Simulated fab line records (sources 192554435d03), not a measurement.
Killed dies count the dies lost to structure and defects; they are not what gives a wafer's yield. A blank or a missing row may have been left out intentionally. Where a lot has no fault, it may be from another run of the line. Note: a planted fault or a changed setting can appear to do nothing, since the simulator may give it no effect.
Struck lot and sound lot, side by side + flow n5Finfet + 19 steps out of a route of 1938
Sound: the wafers L180.2, L180.4, L180.5. Wafers struck: L185.2, L185.3, L185.6. The cause is given at the end.
At each step with rows: each side's tool, then ch and its chambers, then its first start. Under that, the readings that differ: sound wafers + struck wafers + difference of the means + sigmas: that difference in standard deviations of wafers without a fault.
alike: same words and numbers on both sides, and readings whose means sit less than 2 such deviations apart. not compared: any withheld reading, any reading some wafer has no value for, any bound like >300 that may hide the same value, and any number with overlapping values for which the record gives no deviation.
Wherever a step has rows on one side only, a row that says differs or no value, or a row with sigmas, the two part there. Non-overlapping numbers with no deviation appear without sigmas and do not part them. A reading that every wafer of one side lacks parts them only if that side has two wafers or more.

N5_ILD0_THK_MEAS_08:
  sound on filmMetro-02 at day 4 01:13; struck on filmMetro-02 at day 5 02:13
  alike: thkNm
then, 1 step without rows for these wafers: N5_ILD0_PRECLEAN_10 (cleans in NF3:NH3, afs cycles 5, time 20 s, sublimation time 60 s).
N5_ILD0_ALD_15: deposits SiNx, target thk 24 nm, pulse time 1 s, ald cycles 480.
  sound on aldSin-04 ch 2,3, day 4 02:08; struck on aldSin-03 ch 1,2, day 5 03:15
  alike: heaterPowerW, precursorPulseHeightRel
N5_ILD0_CMP_12: polishes SiNx, stops on poly-Si, t overpolish 6 s, target thk 17.67 nm.
  sound on cmp-01 ch 2,3, day 4 04:20; struck on cmp-04 ch 0,2, day 5 05:29
| reading           | sound         | struck      | difference | sigmas |
|-------------------|---------------|-------------|------------|--------|
| motorCurrentA (A) | 11.0 8.4 11.3 | 9.6 7.8 8.0 | -1.8       | -2     |
  alike: overpolishRunS, timeToEndpointS
N5_ILD0_THK_MEAS_13:
  sound on filmMetro-02 at day 4 04:38; struck on filmMetro-02 at day 5 05:45
  alike: thkNm
N5_ILD0_INSPECT_06: inspects for defects (darkfield).
  sound on defectInspect-02 at day 4 04:39; struck on defectInspect-02 at day 5 05:46
  alike: rawDefectCount
N5_SDB_HM_DEP_00: deposits SiNx from SiH4/NH3/N2, target thk 40 nm, time 35.3 s.
  sound on pecvd-01 ch 0,2, day 4 04:41; struck on pecvd-03 ch 0,2, day 5 05:49
  alike: heaterPowerW, showerheadPlenumPTorr, showerheadVppV, throttleValvePct
then, 5 steps without rows for these wafers: N5_SDB_COAT_03 (time 60 s, resist thk 100 nm); N5_SDB_COAT_04 (time 60 s, resist thk 18 nm); N5_SDB_COAT_05 (resist thk 90 nm); N5_SDB_EBR_07; N5_SDB_SOFTBAKE_06 (time 60 s).
N5_SDB_EXPOSE_08: exposes mask SDB.
  sound on arfiScanner-02 ch 0, day 4 05:01; struck on arfiScanner-01 ch 0, day 5 06:10
| reading           | sound             | struck            | difference | sigmas |
|-------------------|-------------------|-------------------|------------|--------|
| exposureDoseMJCm2 | 49.96 49.94 49.96 | 43.83 43.85 43.83 | -6.12      | -32    |
  alike: mask
then, 2 steps without rows for these wafers: N5_SDB_PEB_09 (peb time 60 s); N5_SDB_DEVELOP_10 (develop time 30 s).
N5_SDB_CD_MEAS_11 targets a cd of 50 nm.
  sound on cdSem-01 ch 0, day 4 05:08; struck on cdSem-01 ch 0, day 5 06:17
| reading   | sound          | struck         | difference | sigmas |
|-----------|----------------|----------------|------------|--------|
| cdNm (nm) | 48.4 47.2 48.7 | 36.4 37.5 38.3 | -10.7      | -10    |
N5_SDB_OVL_MEAS_12:
  sound on overlay-01 ch 0, day 4 05:10; struck on overlay-02 ch 0, day 5 06:19
| reading      | sound        | struck         | difference | sigmas |
|--------------|--------------|----------------|------------|--------|
| SDB_OVL (nm) | 0.2 -0.2 0.9 | -1.4 -0.9 -1.8 | -1.7       | -2     |
N5_BEOL_M4_RC_MEAS_101:
  the record has rows for the sound wafers here (prober-01 ch 0, day 8 03:08) and none for the struck ones
-- a jump in the record: the struck wafers' starts before and after are 8 days apart (it breaks off in module BEOL_M4 and resumes in module PASSIVATION, where the first step shown is number 1936 of the route) --
N5_PASSIVATION_PROBE_49:
  sound on prober-01 at day 12 00:52; struck on prober-02 at day 13 11:21
| reading                 | sound          | struck         | difference | sigmas |
|-------------------------|----------------|----------------|------------|--------|
| defectLimitedYield (%)  | 91.2 91.4 90.3 | 0.4 0.8 4.0    | -89.2      | -59    |
| killedAtFrontEnd        | 43 27 46       | 1112 1104 1050 | +1050      | +95    |
| killedDies              | 104 102 115    | 1175 1171 1133 | +1053      | +58    |
| killedOnRim             | 11 5 14        | 152 152 152    | +142       | +37    |
| sort_bin_5_function (%) | 5.2 5.1 6.0    | 96.5 94.2 91.5 | +88.6      | +89    |
| sortNPass               | 1076 1078 1065 | 5 9 47         | -1053      | -55    |
| sortYieldPct (%)        | 91.2 91.4 90.3 | 0.4 0.8 4.0    | -89.2      | -56    |
  alike: killed_at_M0_to_M3, killed_at_M4_up, killedAtContacts, killedAtOther, killedOpen, killedShort, sort_bin_6_memory, sort_bin_8_speed

== WHERE THEY PART ==
At N5_ILD0_CMP_12 first; at N5_PASSIVATION_PROBE_49 last (within this record only).

WHY: whatever the simulator had introduced
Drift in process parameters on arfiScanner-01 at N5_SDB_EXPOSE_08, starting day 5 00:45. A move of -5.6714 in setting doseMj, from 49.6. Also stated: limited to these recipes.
